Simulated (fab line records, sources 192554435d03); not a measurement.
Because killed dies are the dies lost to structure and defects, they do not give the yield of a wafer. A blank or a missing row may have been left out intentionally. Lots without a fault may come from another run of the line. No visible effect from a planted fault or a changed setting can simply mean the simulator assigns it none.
Chamber matching :: flow n5Finfet :: rieDiel-01 running N5_HKMG_FIN_STRIP_92: 4 sister chambers
The step strips SOC in N2/H2, time 20 s. 8 wafers are shown with their chamber, then 7 later ones without.

WAFERS, EACH WITH ITS CHAMBER
wafer: L084.3
chamber: 3
showerheadPlenumPTorr (Torr): 3.55
throttleValvePct (%): 18.49

wafer: L085.3
chamber: 2
showerheadPlenumPTorr (Torr): 3.23
throttleValvePct (%): 19.24

wafer: L085.6
chamber: 0
showerheadPlenumPTorr (Torr): 3.35
throttleValvePct (%): 18.86

wafer: L086.2
chamber: 0
showerheadPlenumPTorr (Torr): 3.35
throttleValvePct (%): 18.89

wafer: L086.3
chamber: 1
showerheadPlenumPTorr (Torr): 3.47
throttleValvePct (%): 18.96

wafer: L086.4
chamber: 2
showerheadPlenumPTorr (Torr): 3.23
throttleValvePct (%): 19.25

wafer: L087.2
chamber: 3
showerheadPlenumPTorr (Torr): 3.54
throttleValvePct (%): 18.49

wafer: L087.4
chamber: 1
showerheadPlenumPTorr (Torr): 3.47
throttleValvePct (%): 18.93

WAFERS MISSING THEIR CHAMBER
wafer: L087.6
showerheadPlenumPTorr (Torr): 3.54
throttleValvePct (%): 18.50

wafer: L096.1
showerheadPlenumPTorr (Torr): 3.54
throttleValvePct (%): 18.53

wafer: L096.2
showerheadPlenumPTorr (Torr): 3.45
throttleValvePct (%): 19.00

wafer: L096.3
showerheadPlenumPTorr (Torr): 3.34
throttleValvePct (%): 18.90

wafer: L097.1
showerheadPlenumPTorr (Torr): 3.45
throttleValvePct (%): 18.99

wafer: L097.4
showerheadPlenumPTorr (Torr): 3.54
throttleValvePct (%): 18.52

wafer: L097.5
showerheadPlenumPTorr (Torr): 3.54
throttleValvePct (%): 18.54

CHAMBER TAKEN BY EACH
wafer: L087.6
from the rows above: 3
in truth: 3

wafer: L096.1
from the rows above: 3
in truth: 3

wafer: L096.2
from the rows above: 1
in truth: 1

wafer: L096.3
from the rows above: 0
in truth: 0

wafer: L097.1
from the rows above: 1
in truth: 1

wafer: L097.4
from the rows above: 3
in truth: 3

wafer: L097.5
from the rows above: 3
in truth: 3
Correct placement for 7 of the 7. Left unplaced by these rows: 0. 0 placed wrongly.
How it was worked out, from the rows above alone: a wafer's distance from a chamber is the root of the sum, over the readings, of the square of ((its reading less the chamber's mean) divided by the reading's scatter). If the next closest chamber is less than 2 further off than the closest, the wafer can't be placed; otherwise it belongs to the closest. Each chamber's mean is taken over the wafers shown for it. How the scatter is found: for the shown wafers, subtract from each reading the mean of its chamber, square and add these, divide the total by (wafers less chambers), then take the root.
